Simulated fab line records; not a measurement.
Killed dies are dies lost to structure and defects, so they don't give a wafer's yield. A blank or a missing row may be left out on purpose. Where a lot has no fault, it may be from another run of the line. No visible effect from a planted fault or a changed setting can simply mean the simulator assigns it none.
Which tool was responsible? -- flow nand-harc -- 24 lots, 72 wafers sampled, at 3 steps of a route of 1159

WHAT EACH GAUGE READ, for each wafer
NHARC_A_SGD_CUT_THK_MEAS_22: measures by ellipsometry.
lot,measured,on,thk-nm (nm)
L074,day 13 11:34,film-metro-02,150.2 149.0 148.9
L076,day 14 02:19,film-metro-02,147.3 150.4 147.9
L075,day 14 02:19,film-metro-02,145.8 146.4 146.1
L077,day 14 15:26,film-metro-01,146.9 148.9 148.7
L078,day 14 15:26,film-metro-01,146.7 149.0 147.9
L079,day 15 10:02,film-metro-02,145.8 147.9 147.8
L081,day 15 10:04,film-metro-01,148.6 148.9 148.1
L080,day 15 10:04,film-metro-02,148.3 150.2 147.3
L082,day 16 06:02,film-metro-01,147.1 144.3 148.9
L083,day 16 06:02,film-metro-02,146.7 149.3 148.6
L084,day 16 12:12,film-metro-01,146.5 149.1 148.8
L088,day 17 00:25,film-metro-01,149.7 147.2 146.8
L087,day 17 00:25,film-metro-02,147.1 145.5 148.8
L086,day 17 10:14,film-metro-01,146.7 149.5 146.3
L089,day 17 10:14,film-metro-02,148.6 145.1 147.3
L085,day 17 10:23,film-metro-02,147.7 147.6 151.4
L090,day 18 10:20,film-metro-01,148.2 149.3 149.5
L091,day 18 10:20,film-metro-02,145.4 146.6 147.2
L092,day 18 10:25,film-metro-02,147.4 148.0 147.6
L093,day 18 18:58,film-metro-01,149.0 149.3 149.9
L094,day 19 08:28,film-metro-01,146.2 147.2 146.7
L097,day 19 08:28,film-metro-01,147.8 146.5 146.6
L096,day 19 12:33,film-metro-01,148.5 146.8 147.2
L095,day 19 16:08,film-metro-02,147.4 146.9 147.3

NHARC_A_SLIT_CD_MEAS_21.
lot,measured,on,cd-nm (nm)
L074,day 14 05:37,cd-sem-02,290.2 290.4 289.8
L076,day 14 09:27,cd-sem-03,290.3 290.5 289.8
L075,day 14 11:10,cd-sem-02,290.7 290.5 290.6
L077,day 14 22:35,cd-sem-03,288.9 288.5 289.1
L078,day 14 23:06,cd-sem-01,290.7 289.2 290.1
L079,day 15 17:07,cd-sem-01,290.0 289.3 289.8
L081,day 15 19:42,cd-sem-01,290.1 289.4 288.9
L080,day 15 18:47,cd-sem-01,290.6 289.6 289.7
L082,day 16 15:18,cd-sem-02,288.7 287.6 289.5
L083,day 16 16:04,cd-sem-03,290.1 289.5 290.0
L084,day 16 23:35,cd-sem-02,288.6 290.1 289.3
L088,day 17 07:49,cd-sem-01,289.4 289.2 289.4
L087,day 17 09:31,cd-sem-01,290.4 289.3 291.0
L086,day 17 21:08,cd-sem-03,288.8 290.3 290.7
L089,day 17 19:11,cd-sem-03,289.2 290.2 290.5
L085,day 17 22:31,cd-sem-01,288.3 289.5 289.4
L090,day 18 17:33,cd-sem-01,288.9 289.2 289.1
L091,day 18 18:59,cd-sem-03,288.7 288.5 288.9
L092,day 18 19:20,cd-sem-03,287.3 286.1 287.5
L093,day 19 02:07,cd-sem-03,289.7 290.1 289.1
L094,day 19 18:07,cd-sem-03,289.7 287.5 288.5
L097,day 19 17:55,cd-sem-03,290.0 289.7 289.1
L096,day 19 19:55,cd-sem-03,289.5 290.0 289.4
L095,day 19 23:22,cd-sem-01,290.3 290.1 289.9

TOOL THAT RAN EACH LOT (tool first, then ch and the chambers of the sampled wafers, then the start)
lot,NHARC_A_SGD_CUT_STRIP_28
L074,"rie-diel-10 ch 0,2,3, day 14 05:37 or earlier"
L076,"rie-diel-10 ch 1,3, day 14 09:27 or earlier"
L075,"rie-diel-07 ch 1,3, day 14 11:10 or earlier"
L077,"rie-diel-11 ch 0,2,3, day 14 22:35 or earlier"
L078,"rie-diel-10 ch 1,2, day 14 23:06 or earlier"
L079,"rie-diel-11 ch 0,2,3, day 15 17:07 or earlier"
L081,"rie-diel-07 ch 0,1,2, day 15 19:42 or earlier"
L080,"rie-diel-10 ch 1,2,3, day 15 18:47 or earlier"
L082,"rie-diel-11 ch 0,1,2, day 16 15:18 or earlier"
L083,"rie-diel-07 ch 1,2, day 16 16:04 or earlier"
L084,"rie-diel-10 ch 2,3, day 16 12:36"
L088,"rie-diel-10 ch 1,2,3, day 17 07:49 or earlier"
L087,"rie-diel-07 ch 0,1,3, day 17 09:31 or earlier"
L086,"rie-diel-11 ch 2,3, day 17 10:38"
L089,"rie-diel-10 ch 0,3, day 17 19:11 or earlier"
L085,"rie-diel-07 ch 0,1,2, day 17 10:47"
L090,"rie-diel-10 ch 0,1,2, day 18 17:33 or earlier"
L091,"rie-diel-07 ch 2,3, day 18 10:44"
L092,"rie-diel-10 ch 1,2,3, day 18 19:20 or earlier"
L093,"rie-diel-11 ch 0,1,3, day 19 02:07 or earlier"
L094,"rie-diel-07 ch 1,2,3, day 19 08:52"
L097,"rie-diel-10 ch 1,2,3, day 19 17:55 or earlier"
L096,"rie-diel-10 ch 0,1,2, day 19 19:55 or earlier"
L095,"rie-diel-11 ch 2,3, day 19 23:22 or earlier"
- NHARC_A_SGD_CUT_STRIP_28: strips in O2, time 20 s.

WHAT THE TOOLS THEMSELVES READ (means of the sampled wafers that have a number; where no wafer has one, the mark that the record gives instead)
NHARC_A_SGD_CUT_STRIP_28.
lot,tool,chamber-pressure-mTorr (mTorr),drypump-motor-current-A (A),oes-product-au (a.u.),rf-vpp-V (V),showerhead-plenum-p-Torr (Torr),throttle-valve-pct (%)
L074,rie-diel-10,60.05,5.4,1.001,57.7,3.52,17.045
L076,rie-diel-10,60.01,5.5,1.011,58.7,3.65,17.028
L075,rie-diel-07,59.97,5.2,1.006,57.7,3.51,17.033
L077,rie-diel-11,60.08,6.1,0.994,58.3,3.52,17.045
L078,rie-diel-10,60.00,5.4,1.001,58.1,3.52,17.039
L079,rie-diel-11,59.98,6.1,0.981,56.8,3.52,17.039
L081,rie-diel-07,59.96,5.5,1.001,57.4,3.49,17.036
L080,rie-diel-10,60.03,5.5,1.003,58.0,3.53,17.032
L082,rie-diel-11,59.97,6.0,1.003,58.1,3.51,17.037
L083,rie-diel-07,59.95,5.3,1.007,57.3,3.41,17.036
L084,rie-diel-10,60.01,5.5,0.994,57.5,3.40,17.034
L088,rie-diel-10,60.01,5.5,0.997,58.1,3.52,17.041
L087,rie-diel-07,59.99,5.5,1.003,57.8,3.54,17.043
L086,rie-diel-11,59.96,5.8,0.993,57.4,3.61,17.036
L089,rie-diel-10,59.99,5.5,1.003,58.1,3.52,17.045
L085,rie-diel-07,59.96,5.6,1.002,58.1,3.49,17.042
L090,rie-diel-10,59.98,5.4,1.001,58.2,3.64,17.033
L091,rie-diel-07,59.92,5.4,1.012,58.6,3.47,17.032
L092,rie-diel-10,60.00,5.5,1.000,57.3,3.52,17.034
L093,rie-diel-11,60.01,6.0,0.993,57.5,3.49,17.037
L094,rie-diel-07,60.05,5.2,1.014,57.5,3.45,17.040
L097,rie-diel-10,59.98,5.5,0.999,57.4,3.52,17.035
L096,rie-diel-10,59.96,5.3,1.013,57.4,3.63,17.031
L095,rie-diel-11,60.00,5.8,0.996,57.8,3.59,17.033

THE ANSWER, worked out from the rows above alone
Rule: usual is defined by the lots themselves. Put in order of their means at a reading, lots are off if they are a third of the lots or fewer, leave a main group of 4 or more, and stand apart from it by a gap of 3 or more times the standard deviation of the main group's means; of several such gaps the widest counts. A main group whose means are all the same, to the digits that the tables above print for the reading, isn't used. A lot without any number at a reading at which 4 lots or more have one is off too. Where the step has rows for the other lots, those lots are counted as sound. Order of review: gauges by route order, followed by the tools' own readings, for which a lot's mean as printed above is used. At the first step where some lot is off, the reading lying furthest off is the one used; lots without a number count as furthest.
None of the lots is off at any reading shown; this tells nothing.

WHAT THE SIMULATOR HAD INSERTED
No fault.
